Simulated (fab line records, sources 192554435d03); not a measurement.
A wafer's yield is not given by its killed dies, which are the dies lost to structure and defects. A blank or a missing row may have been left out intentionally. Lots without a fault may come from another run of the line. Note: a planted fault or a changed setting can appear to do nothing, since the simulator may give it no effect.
fab line records    flow n5Finfet
record: lots: 10  wafers: 30  lastDay: 18
route steps=1938 shown BEOL_M1@809 BEOL_M4@1111 PASSIVATION@1936
lots that met no fault: taken from a fault-free run of the same line
startH: hours from the record's opening day to when the first of the lot's shown wafers began    waitH: how many hours have passed since the lot's step before this one    " unchanged from the row above    L1.1+2: one row covering several wafers at once    - either no value or no given start    * or withheld: withheld    < > ~ a bound
route shown NAME@n: names a module that has steps shown in the file, with the first one's number in the route    usual: the fault-free wafers' mean and standard deviation    same: alike in all rows    chamber/n: place in a boat    sites: the reading at each site    _std_site: standard deviation across them    _edge_site: mean of outer sites minus mean of inner sites    radiusMm: how far each site lies from the wafer's centre    mask NAME#n: copy n    behind: the last tool/chamber to shape the wafer    hold: cause of the lot's hold/its duration in hours/its outcome    device: names the non-switching transistor (n, p or np)    end of line: the tests these same wafers got at the end of their route    a step with no rows: only its recipe    killed: the dies lost at the first sort to structure and to defects; this is not the yield of the wafer    map: per-die view of a wafer (x killed, . not killed, _ where there is no die)
set.NAME: the setting that was run; set.NAME@STEP: the one run at that earlier step    model.NAME: the simulator's own value behind a step, which no gauge read
a sample of lots followed through the steps of the route, with each step as a table and each wafer as a row
services: the hour from which a tool's chamber was out of use, counted from the record's first day as startH (under 0 if before that day), plus the number of hours and why
== steps ==
step: N5_BEOL_M1_DEGAS_44
recipe: ambient: vacuum  tempC: 250  timeS: 60
usual: heaterPowerW: 325/30
lot.wafer  tool           chamber  startH  waitH  heaterPowerW
L100.1     pvdSputter-02  -        140.66  0.4    292
L100.2     "              -        "       "      367
L100.6     "              -        "       "      320
L101.4     pvdSputter-02  -        144.28  0.1    288
L101.5     "              -        "       "      317
L101.6     "              -        "       "      277
L104.2     pvdSputter-02  -        162.08  0.2    308
L104.3     "              -        "       "      316
L104.4     "              -        "       "      312
L106.1     pvdSputter-02  -        176.00  0.0    282
L106.4     "              -        "       "      307
L106.5     "              -        "       "      313
L113.1     pvdSputter-02  -        216.78  0.3    300
L113.5     "              -        "       "      289
L113.6     "              -        "       "      318
L115.1     pvdSputter-02  -        236.27  0.4    367
L115.3     "              -        "       "      312
L115.4     "              -        "       "      311
L117.1     pvdSputter-02  -        240.13  0.1    323
L117.4     "              -        "       "      276
L117.6     "              -        "       "      282
L118.1     pvdSputter-02  -        243.35  0.1    287
L118.2     "              -        "       "      313
L118.4     "              -        "       "      371
L119.1     pvdSputter-03  -        247.99  0.9    316
L119.5     "              -        "       "      341
L119.6     "              -        "       "      375
L121.1     pvdSputter-02  -        256.14  0.3    285
L121.2     "              -        "       "      311
L121.4     "              -        "       "      372
step: N5_BEOL_M1_PRE_CLEAN_45
recipe: gas: H2/He  timeS: 30  tempC: 250
usual: heaterPowerW: 325/28
lot.wafer  tool           chamber  startH  waitH  heaterPowerW
L100.1     pvdSputter-02  -        140.70  0.0    289
L100.2     "              -        "       "      355
L100.6     "              -        "       "      310
L101.4     pvdSputter-02  -        144.32  0.0    288
L101.5     "              -        "       "      316
L101.6     "              -        "       "      286
L104.2     pvdSputter-02  -        162.12  0.0    313
L104.3     "              -        "       "      318
L104.4     "              -        "       "      316
L106.1     pvdSputter-02  -        176.04  0.0    284
L106.4     "              -        "       "      316
L106.5     "              -        "       "      318
L113.1     pvdSputter-02  -        216.82  0.0    300
L113.5     "              -        "       "      283
L113.6     "              -        "       "      320
L115.1     pvdSputter-02  -        236.31  0.0    378
L115.3     "              -        "       "      313
L115.4     "              -        "       "      313
L117.1     pvdSputter-02  -        240.17  0.0    316
L117.4     "              -        "       "      282
L117.6     "              -        "       "      277
L118.1     pvdSputter-02  -        243.39  0.0    277
L118.2     "              -        "       "      311
L118.4     "              -        "       "      364
L119.1     pvdSputter-03  -        248.03  0.0    317
L119.5     "              -        "       "      322
L119.6     "              -        "       "      372
L121.1     pvdSputter-02  -        256.18  0.0    279
L121.2     "              -        "       "      306
L121.4     "              -        "       "      363
step: N5_BEOL_M1_ALD_84
recipe: material: TaN  targetThkA: *  tempC: 275  aldPrecursorFamily: PDMAT  aldCoReactant: NH3  pressureTorr: 3  carrierFlowSccm: 1500  pulseTimeS: 2  purgeTimeS: 3  coReactantPurgeTimeS: 2  coReactantPulseTimeS: 3  aldCycles: 30  precursorVesselTempC: 75  precursorVesselPressureTorr: 26.25  precursorVesselCarrierSccm: 1000
usual: aldCycles: 30/0  chamberPressureTorr: 3.000/0.0065  heaterPowerW: 433/26  precursorVesselTempC: 74.99/0.12
same: coReactantPurgeTimeS: 2
lot.wafer  tool         chamber  startH  waitH  aldCycles  chamberPressureTorr  heaterPowerW  precursorVesselTempC
L100.1     aldMetal-02  2        140.86  0.1    30         2.999                463           74.78
L100.2     "            1        "       "      30         3.011                440           74.97
L100.6     "            3        "       "      30         2.994                446           74.82
L101.4     aldMetal-01  0        144.40  0.1    30         2.996                466           75.22
L101.5     "            2        "       "      30         2.991                429           74.86
L101.6     "            3        "       "      30         3.008                443           75.05
L104.2     aldMetal-01  3        162.18  0.0    29         2.993                438           75.04
L104.3     "            1        "       "      30         3.007                470           75.09
L104.4     "            2        "       "      29         3.003                422           75.06
L106.1     aldMetal-01  1        176.16  0.1    30         2.999                461           75.01
L106.4     "            3        "       "      29         2.999                430           74.96
L106.5     "            2        "       "      30         3.001                423           74.97
L113.1     aldMetal-03  3        216.90  0.1    30         3.005                356           74.96
L113.5     "            2        "       "      30         3.001                448           74.92
L113.6     "            1        "       "      30         3.002                406           75.00
L115.1     aldMetal-03  0        236.37  0.0    30         3.008                412           74.97
L115.3     "            3        "       "      30         3.011                362           75.03
L115.4     "            1        "       "      30         2.998                413           74.90
L117.1     aldMetal-02  0        240.23  0.0    30         3.003                415           74.97
L117.4     "            2        "       "      30         3.004                444           75.03
L117.6     "            3        "       "      30         3.012                457           74.94
L118.1     aldMetal-02  2        243.46  0.1    30         3.005                461           75.07
L118.2     "            1        "       "      30         2.992                440           74.98
L118.4     "            3        "       "      30         2.990                447           75.00
L119.1     aldMetal-02  3        248.09  0.0    30         2.997                442           74.84
L119.5     "            2        "       "      30         3.002                455           74.93
L119.6     "            1        "       "      30         3.010                440           74.88
L121.1     aldMetal-01  0        256.26  0.1    30         3.006                477           74.79
L121.2     "            1        "       "      30         3.001                472           75.02
L121.4     "            2        "       "      30         2.986                425           75.10
step: N5_BEOL_M1_ANNEAL_87
recipe: tempC: 400  timeS: 240  ambient: vacuum
usual: heaterPowerW: 799/66
lot.wafer  tool           chamber  startH  waitH  heaterPowerW
L100.1     pvdSputter-01  -        143.60  0.1    815
L100.2     "              -        "       "      872
L100.6     "              -        "       "      830
L101.4     pvdSputter-02  -        145.98  0.0    709
L101.5     "              -        "       "      760
L101.6     "              -        "       "      727
L104.2     pvdSputter-01  -        163.51  0.0    803
L104.3     "              -        "       "      815
L104.4     "              -        "       "      863
L106.1     pvdSputter-02  -        179.09  0.0    713
L106.4     "              -        "       "      791
L106.5     "              -        "       "      750
L113.1     pvdSputter-02  -        218.44  0.0    761
L113.5     "              -        "       "      701
L113.6     "              -        "       "      772
L115.1     pvdSputter-02  -        237.65  0.0    774
L115.3     "              -        "       "      896
L115.4     "              -        "       "      780
L117.1     pvdSputter-02  -        241.47  0.0    910
L117.4     "              -        "       "      751
L117.6     "              -        "       "      764
L118.1     pvdSputter-01  -        245.09  0.0    795
L118.2     "              -        "       "      741
L118.4     "              -        "       "      880
L119.1     pvdSputter-02  -        249.34  0.0    763
L119.5     "              -        "       "      780
L119.6     "              -        "       "      703
L121.1     pvdSputter-03  -        257.66  0.0    750
L121.2     "              -        "       "      804
L121.4     "              -        "       "      856
step: N5_BEOL_M4_RC_MEAS_101
usual: DIBL_N: 36.4/1.6  DIBL_P: 36.2/1.8  IOFF_N: 0.159/0.029  IOFF_P: 0.21/0.034  ION_N: 670/12  ION_P: 459/8.2  SS_N: 71.5/0.59  SS_P: 73.2/0.54  VT_N: 250/3.3  VT_P: -250/3.7
lot.wafer  tool       chamber  startH  waitH  DIBL_N[mV/V]  DIBL_P[mV/V]  IOFF_N[nA/um]  IOFF_P[nA/um]  ION_N[uA/um]  ION_P[uA/um]  SS_N[mV/dec]  SS_P[mV/dec]  VT_N[mV]  VT_P[mV]
L100.1     prober-02  0        185.72  0.0    34.2          33.1          0.127          0.17           658           450           71.2          73.0          253       -252
L100.2     "          0        "       "      34.8          34.2          0.133          0.19           660           454           70.8          73.5          252       -252
L100.6     "          0        "       "      36.8          35.6          0.163          0.21           668           462           72.0          72.5          252       -250
L101.4     prober-02  0        204.10  0.5    34.8          33.3          0.133          0.20           674           465           70.2          73.3          252       -249
L101.5     "          0        "       "      37.0          35.7          0.170          0.24           685           464           71.5          72.6          248       -247
L101.6     "          0        "       "      36.3          34.5          0.144          0.22           658           459           71.6          73.3          252       -247
L104.2     prober-02  0        217.85  0.2    33.8          34.1          0.128          0.17           663           456           71.1          72.2          251       -250
L104.3     "          0        "       "      38.0          39.1          0.205          0.24           686           462           72.1          73.4          247       -246
L104.4     "          0        "       "      36.7          37.2          0.165          0.19           679           464           71.7          73.5          248       -254
L106.1     prober-01  0        243.95  0.0    35.2          33.9          0.121          0.16           656           441           71.2          73.0          254       -259
L106.4     "          0        "       "      35.8          34.4          0.130          0.16           657           441           71.6          72.5          257       -258
L106.5     "          0        "       "      37.1          36.6          0.148          0.19           664           452           71.6          73.4          252       -256
L113.1     prober-02  0        258.39  0.0    35.5          35.8          0.130          0.20           656           452           71.0          73.0          253       -251
L113.5     "          0        "       "      35.2          35.1          0.126          0.18           668           461           70.8          72.8          254       -252
L113.6     "          0        "       "      36.1          32.9          0.127          0.15           643           445           72.0          72.8          256       -255
L115.1     prober-01  0        288.03  0.0    32.9          34.3          0.119          0.18           657           457           70.4          72.8          251       -251
L115.3     "          0        "       "      34.7          34.9          0.137          0.19           665           458           70.4          73.4          253       -250
L115.4     "          0        "       "      33.8          33.9          0.137          0.18           670           464           70.4          73.3          250       -250
L117.1     prober-01  0        290.31  0.0    38.3          39.3          0.193          0.27           676           464           72.3          73.4          247       -246
L117.4     "          0        "       "      35.2          37.0          0.148          0.23           677           467           70.9          73.4          249       -246
L117.6     "          0        "       "      37.8          40.3          0.189          0.29           679           473           72.2          74.0          245       -243
L118.1     prober-02  0        293.77  0.0    39.8          38.1          0.211          0.25           673           456           72.7          74.5          243       -251
L118.2     "          0        "       "      34.7          34.4          0.128          0.20           667           459           70.1          72.9          251       -249
L118.4     "          0        "       "      37.9          36.6          0.181          0.24           677           458           72.7          73.4          246       -248
L119.1     prober-02  0        304.09  0.0    39.1          37.3          0.199          0.22           683           460           71.9          73.5          247       -250
L119.5     "          0        "       "      38.5          36.3          0.188          0.21           695           470           71.4          73.1          245       -250
L119.6     "          0        "       "      39.0          38.0          0.196          0.25           679           462           71.4          73.4          245       -246
L121.1     prober-01  0        331.48  0.0    36.1          37.1          0.157          0.22           657           458           71.7          73.4          253       -250
L121.2     "          0        "       "      37.3          39.1          0.196          0.26           689           472           71.7          73.6          247       -248
L121.4     "          0        "       "      33.1          34.9          0.117          0.19           652           460           70.8          72.5          253       -250
step: N5_PASSIVATION_PROBE_49
usual: defectLimitedYield: 91.1/1.5  killed_at_M0_to_M3: 33/9.9  killed_at_M4_up: 14/5.2  killedAtContacts: 12/6.7  killedAtFrontEnd: 43/13  killedAtOther: 3.4/2.7  killedDies: 105/17  killedOpen: 69/13  killedShort: 33/7.5  sort_bin_5_function: 5.2/0.91  sort_bin_6_memory: 3.3/0.71  sort_bin_8_speed: 0.00/0.032  sortNPass: 1075/17  sortYieldPct: 91.1/1.5
same: grossDies: 1180  killedAtBackSide: 0  sort_bin_4_leakage[%]: 0
lot.wafer  tool       chamber  startH  waitH  defectLimitedYield[%]  killed_at_M0_to_M3  killed_at_M4_up  killedAtContacts  killedAtFrontEnd  killedAtOther  killedDies  killedOpen  killedShort  sort_bin_5_function[%]  sort_bin_6_memory[%]  sort_bin_8_speed[%]  sortNPass  sortYieldPct[%]
L119.1     prober-02  -        406.77  0.0    91.2                   38                  20               8                 36                2              104         65          38           5.3                     3.2                   0                    1076       91.2
L119.5     prober-02  -        406.97  0.2    90.8                   29                  20               12                45                2              108         71          34           5.1                     3.7                   0                    1072       90.8
L119.6     prober-02  -        407.02  0.3    91.6                   26                  19               17                36                1              99          60          39           5.3                     2.8                   0                    1081       91.6
killed by level:class
L119.1 BEOL_M1:geometricParticle:open=10 FIN_SAQP:geometricParticle:short=9 BEOL_M3:geometricParticle:open=9 FIN_SAQP:geometricParticle:open=8 MOL_CONTACT_COAG:geometricParticle:open=7 BEOL_M0_SAQP:geometricParticle:open=7 BEOL_M4:geometricParticle:open=7 BEOL_M5:geometricParticle:short=5
L119.5 FIN_SAQP:geometricParticle:short=13 MOL_CONTACT_COAG:geometricParticle:open=11 FIN_SAQP:geometricParticle:open=10 BEOL_M3:geometricParticle:open=8 DUMMY_GATE:geometricParticle:open=7 BEOL_M4:geometricParticle:open=7 STI_FIN_REVEAL:geometricParticle:open=6 BEOL_M1:geometricParticle:open=6
L119.6 MOL_CONTACT_COAG:geometricParticle:open=12 FIN_SAQP:geometricParticle:short=10 BEOL_M4:geometricParticle:open=10 BEOL_M1:geometricParticle:open=9 BEOL_M3:geometricParticle:open=6 FIN_SAQP:geometricParticle:open=5 STI_FIN_REVEAL:geometricParticle:open=5 MOL_CONTACT_COAG:geometricParticle:short=5
== services ==
tool           chamber  startH  hours  kind
aldMetal-01    -        125.42  8.7    pm
pvdSputter-03  -        128.00  1.9    repair
aldMetal-01    -        195.40  2.1    repair
aldMetal-02    3        222.47  1.6    repair
aldMetal-01    -        243.15  0.7    repair
aldMetal-02    1        248.98  6.2    repair
== key ==
firstSign: step: N5_BEOL_M1_ALD_84  reading: aldCycles  direction: down  sigmas: 99+  usual: *  struck: *
effect none on later readings
metAt N5_BEOL_M1_ALD_84
struckLots L104,L106
struckWafers L104.2,L104.4,L106.4
notActingAt N5_BEOL_M1_DEGAS_44,N5_BEOL_M1_PRE_CLEAN_45,N5_BEOL_M1_ANNEAL_87
onsetBetween 144.40 162.18
fault: kind: processParameterDrift  tool: aldMetal-01  chamber: -  onsetH: 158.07  steps: N5_BEOL_M1_ALD_84  channel: aldCycles  offset: *  shape: step  endH: 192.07  scope: struckWafersOnly  actsIn: *  stated: *
